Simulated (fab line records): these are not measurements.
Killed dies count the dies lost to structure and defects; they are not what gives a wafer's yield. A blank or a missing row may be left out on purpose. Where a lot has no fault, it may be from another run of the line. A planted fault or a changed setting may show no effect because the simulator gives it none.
Which tool is to blame? | flow nand harc | 36 wafers from 12 lots sampled at 6 of the route's 1159 steps

## WHAT THE GAUGES SHOWED, per wafer
NHARC_P_M2_CD_MEAS_09: target cd 170 nm.
lot  | measured     | on        | cd nm (nm)
L978 | day 7 00:31  | cd sem-03 | 170.3 170.3 169.5
L981 | day 7 02:40  | cd sem-02 | 169.3 169.4 169.6
L980 | day 7 09:35  | cd sem-03 | 168.5 168.3 168.8
L983 | day 7 23:39  | cd sem-02 | 168.8 168.6 169.0
L982 | day 7 23:53  | cd sem-03 | 170.1 170.1 170.2
L984 | day 8 10:18  | cd sem-03 | 169.1 169.6 170.0
L987 | day 10 03:50 | cd sem-02 | 153.2 152.1 152.1
L990 | day 10 04:43 | cd sem-03 | 155.6 156.1 155.4
L995 | day 10 21:24 | cd sem-01 | 170.7 170.9 171.2
L997 | day 11 14:14 | cd sem-03 | 171.0 169.9 170.2
L998 | day 11 14:46 | cd sem-02 | 169.8 169.0 170.3
L999 | day 12 00:05 | cd sem-01 | 169.8 170.9 170.4

NHARC_P_M2_OVL_MEAS_10: pitch 340 nm.
lot  | measured     | on         | overlay x nm (nm) | overlay y nm (nm)
L978 | day 7 00:37  | overlay-01 | -1.1 -1.3 -1.4    | -0.5 -0.2 -0.4
L981 | day 7 02:46  | overlay-01 | -0.2 -0.5 -0.6    | -0.4 -0.2 -1.0
L980 | day 7 09:40  | overlay-01 | -1.3 -0.7 -0.9    | -2.0 -1.7 -2.0
L983 | day 7 23:44  | overlay-01 | 0.2 0.4 0.0       | -1.1 -0.6 -0.4
L982 | day 7 23:58  | overlay-02 | 0.0 -0.4 -0.4     | -1.6 -1.4 -1.6
L984 | day 8 10:23  | overlay-01 | 1.6 0.7 1.2       | -0.5 0.0 0.1
L987 | day 10 03:55 | overlay-02 | 0.8 0.8 0.7       | -0.5 -1.1 -0.6
L990 | day 10 04:47 | overlay-01 | -0.3 -0.2 -0.5    | 1.1 0.5 0.7
L995 | day 10 21:30 | overlay-01 | 0.4 0.3 0.4       | -0.5 -0.2 -1.0
L997 | day 11 14:19 | overlay-02 | -0.4 -0.3 0.0     | 0.2 0.9 -0.4
L998 | day 11 14:52 | overlay-01 | -0.7 -0.5 -0.2    | 1.1 0.9 0.8
L999 | day 12 00:10 | overlay-02 | 1.7 1.5 2.1       | 1.2 2.0 1.8

NHARC_P_M2_INSPECT_11.
lot  | measured     | on                | raw defect count
L978 | day 7 00:39  | defect inspect-02 | 1 2 6
L981 | day 7 02:48  | defect inspect-01 | 5 3 5
L980 | day 7 09:42  | defect inspect-02 | 3 2 8
L983 | day 7 23:46  | defect inspect-01 | 1 4 2
L982 | day 8 00:01  | defect inspect-01 | 8 2 6
L984 | day 8 10:25  | defect inspect-02 | 4 3 5
L987 | day 10 03:57 | defect inspect-02 | 5 6 11
L990 | day 10 04:50 | defect inspect-01 | 5 4 5
L995 | day 10 21:33 | defect inspect-01 | 3 2 5
L997 | day 11 14:22 | defect inspect-01 | 5 5 5
L998 | day 11 14:54 | defect inspect-02 | 5 2 7
L999 | day 12 00:13 | defect inspect-02 | 2 6 4

NHARC_END_SORT_01.
lot  | measured     | on        | defect limited yield (%) | killed at array | killed at other | killed at periphery | killed dies | killed open | killed short | sort_bin_2_pct (%) | sort_bin_3_pct (%) | sort_bin_4_pct (%) | sort n pass | sort rim yield pct (%) | sort yield pct (%)
L978 | day 19 21:18 | prober-02 | 95.6 95.7 95.1           | 27 27 28        | 1 0 0           | 2 2 5               | 30 29 33    | 3 5 2       | 3 1 4        | 1.3 1.8 1.9        | 0 0.30 0.15        | 3.1 2.2 2.8        | 647 648 644 | 98.1 97.2 94.3         | 95.6 95.7 95.1
L981 | day 19 22:07 | prober-01 | 95.3 96.3 95.0           | 29 22 31        | 0 0 0           | 3 3 3               | 32 25 34    | 6 3 3       | 3 3 3        | 1.2 1.6 1.3        | 0.30 0 0.15        | 3.2 2.1 3.5        | 645 652 643 | 99.1 99.1 99.1         | 95.3 96.3 95.0
L980 | day 20 17:35 | prober-02 | 98.2 97.6 97.6           | 8 15 11         | 1 1 2           | 3 0 3               | 12 16 16    | 5 3 5       | 0 1 1        | 0.6 1.0 1.0        | 0.15 0.15 0.15     | 1.0 1.2 1.2        | 665 661 661 | 99.1 98.1 96.2         | 98.2 97.6 97.6
L983 | day 21 01:55 | prober-01 | 94.5 93.2 94.2           | 37 43 37        | 0 0 0           | 0 3 2               | 37 46 39    | 3 4 3       | 2 3 0        | 1.6 2.2 1.8        | 0.44 0.30 0.30     | 3.4 4.3 3.7        | 640 631 638 | 100.0 93.4 94.3        | 94.5 93.2 94.2
L982 | day 21 18:52 | prober-01 | 95.4 96.2 95.1           | 25 25 31        | 1 1 0           | 5 0 2               | 31 26 33    | 4 1 1       | 3 1 0        | 1.3 1.2 0.7        | 0.30 0.15 0.15     | 3.0 2.5 4.0        | 646 651 644 | 97.2 98.1 99.1         | 95.4 96.2 95.1
L984 | day 22 01:58 | prober-02 | 94.4 95.4 95.6           | 33 29 26        | 1 0 1           | 4 2 3               | 38 31 30    | 4 5 2       | 2 2 1        | 2.4 1.3 1.3        | 0.44 0.15 0.30     | 2.8 3.1 2.8        | 639 646 647 | 95.3 97.2 97.2         | 94.4 95.4 95.6
L987 | day 23 22:22 | prober-01 | 93.4 92.5 93.9           | 29 37 25        | 2 1 1           | 14 13 15            | 45 51 41    | 2 9 2       | 0 2 1        | 3.0 2.4 3.2        | 0.15 0.59 0.74     | 3.5 4.6 2.1        | 632 626 636 | 92.5 90.6 93.4         | 93.4 92.5 93.9
L990 | day 23 21:31 | prober-02 | 93.5 94.1 94.4           | 40 35 27        | 0 1 0           | 4 4 11              | 44 40 38    | 5 5 5       | 2 2 1        | 1.9 2.5 2.8        | 0 0 0.30           | 4.6 3.4 2.5        | 633 637 639 | 97.2 97.2 91.5         | 93.5 94.1 94.4
L995 | day 24 22:21 | prober-01 | 96.3 98.5 97.6           | 20 8 15         | 0 1 1           | 5 1 0               | 25 10 16    | 4 2 2       | 2 0 2        | 1.2 0.1 0.9        | 0.15 0 0           | 2.4 1.3 1.5        | 652 667 661 | 97.2 99.1 97.2         | 96.3 98.5 97.6
L997 | day 25 07:47 | prober-01 | 92.6 92.3 92.6           | 45 46 45        | 0 4 0           | 5 2 5               | 50 52 50    | 3 1 5       | 1 2 1        | 2.1 2.7 1.8        | 0.15 0.59 0.44     | 5.2 4.4 5.2        | 627 625 627 | 95.3 98.1 97.2         | 92.6 92.3 92.6
L998 | day 25 05:05 | prober-02 | 92.9 95.1 94.5           | 39 31 35        | 0 0 0           | 9 2 2               | 48 33 37    | 7 4 6       | 4 1 2        | 1.8 1.8 2.1        | 0.30 0 0.30        | 5.0 3.1 3.1        | 629 644 640 | 97.2 98.1 100.0        | 92.9 95.1 94.5
L999 | day 25 16:45 | prober-01 | 94.7 94.7 94.2           | 35 30 38        | 0 0 0           | 1 6 1               | 36 36 39    | 3 4 2       | 1 3 2        | 2.1 1.3 1.0        | 0.59 0.44 0.15     | 2.7 3.5 4.6        | 641 641 638 | 97.2 98.1 96.2         | 94.7 94.7 94.2

## WHAT TOOL EACH LOT RAN ON (gives the tool, then ch and the chambers of the sampled wafers, and finally the start)
lot  | NHARC_P_M1_PVD_20                       | NHARC_P_M2_PEB_07
L978 | pvd sputter-02, day 7 00:26 or earlier  | litho track-01 ch 0, day 7 00:26
L981 | pvd sputter-03, day 7 02:35 or earlier  | litho track-01 ch 0, day 7 02:35
L980 | pvd sputter-01, day 7 09:30 or earlier  | litho track-06 ch 0, day 7 09:30
L983 | pvd sputter-03, day 7 23:34 or earlier  | litho track-06 ch 0, day 7 23:34
L982 | pvd sputter-02, day 7 23:49 or earlier  | litho track-01 ch 0, day 7 23:49
L984 | pvd sputter-03, day 8 10:13 or earlier  | litho track-06 ch 0, day 8 10:13
L987 | pvd sputter-01, day 10 03:45 or earlier | litho track-06 ch 0, day 10 03:45
L990 | pvd sputter-03, day 10 04:38 or earlier | litho track-06 ch 0, day 10 04:38
L995 | pvd sputter-02, day 10 21:20 or earlier | litho track-04 ch 0, day 10 21:20
L997 | pvd sputter-03, day 11 14:10 or earlier | litho track-04 ch 0, day 11 14:10
L998 | pvd sputter-02, day 11 14:41 or earlier | litho track-04 ch 0, day 11 14:41
L999 | pvd sputter-03, day 12 00:00 or earlier | litho track-04 ch 0, day 12 00:00
- NHARC_P_M1_PVD_20: deposits TaN, target thk 5 nm, time 8.06 s.
- NHARC_P_M2_PEB_07: peb time 65 s.

## AS READ BY THE TOOLS THEMSELVES (means over the sampled wafers that have a number; for cases with no such wafer, the mark the record gives instead)
NHARC_P_M1_PVD_20.
lot  | tool           | throttle valve pct (%)
L978 | pvd sputter-02 | 30.5
L981 | pvd sputter-03 | 30.4
L980 | pvd sputter-01 | 29.3
L983 | pvd sputter-03 | 30.4
L982 | pvd sputter-02 | 29.9
L984 | pvd sputter-03 | 30.0
L987 | pvd sputter-01 | 29.6
L990 | pvd sputter-03 | 29.7
L995 | pvd sputter-02 | 29.3
L997 | pvd sputter-03 | 30.7
L998 | pvd sputter-02 | 29.3
L999 | pvd sputter-03 | 29.6

NHARC_P_M2_PEB_07.
lot  | tool           | heater power total W (W) | plate temp C (C)
L978 | litho track-01 | 156.3                    | 99.82
L981 | litho track-01 | 157.0                    | 99.96
L980 | litho track-06 | 156.5                    | 99.91
L983 | litho track-06 | 156.8                    | 99.91
L982 | litho track-01 | 157.1                    | 99.91
L984 | litho track-06 | 156.6                    | 99.92
L987 | litho track-06 | 147.4                    | 95.48
L990 | litho track-06 | 146.9                    | 95.52
L995 | litho track-04 | 156.6                    | 100.05
L997 | litho track-04 | 156.9                    | 99.97
L998 | litho track-04 | 156.6                    | 100.06
L999 | litho track-04 | 156.7                    | 100.02

## THE ANSWER, worked out from the rows above alone
Rule: what is usual is taken from the lots themselves. Put in order of their means at a reading, lots are off if they are a third of the lots or fewer, leave a main group of 4 or more, and stand apart from it by a gap of 3 or more times the standard deviation of the main group's means; of several such gaps the widest counts. The tables above print the reading to a certain number of digits; a main group whose means all agree to those digits is not used. A lot without any number at a reading at which 4 lots or more have one is off too. The other lots that the step has rows for count as sound. First the gauges in route order, then the tools' own readings, where a lot's mean is used as printed above. The first step at which some lot is off is used, and at that step the reading that is off furthest; a lot without a number counts as furthest.
Off at NHARC_P_M2_CD_MEAS_09 (cd nm): L987, L990. Main group: mean 169.8 nm, sd 0.7.
A tool fits if, at a process step before that reading, it ran every lot that is off, and no sound lot after the first of them. Not tried: the gauges at NHARC_P_M2_CD_MEAS_09; whatever is off there is also off at NHARC_P_M2_PEB_07, on other tools, and gauge error can't account for it. Because NHARC_P_M1_PVD_20 lacks a start for some lots, the hours and order of its lots are taken from NHARC_P_M2_PEB_07. One fits: NHARC_P_M2_PEB_07 on litho track-06. Its last sound lot is L984 (day 8 10:13), its first lot that is off L987 (day 10 03:45): a fault that began between those two fits.
The tool's own readings at NHARC_P_M2_PEB_07 bear it out: on the lots that are off they differ by more than 5 times the standard deviation of the sound lots' means. heater power total W reads 147.2 W there against 156.7 W on the sound lots; plate temp C reads 95.50 C there against 99.95 C on the sound lots.

## WHAT THE SIMULATOR PUT IN
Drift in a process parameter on litho track-06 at NHARC_P_M2_PEB_07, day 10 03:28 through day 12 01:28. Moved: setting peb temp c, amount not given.
Shown lots that were struck: L987, L990. The same result came from the rule above.
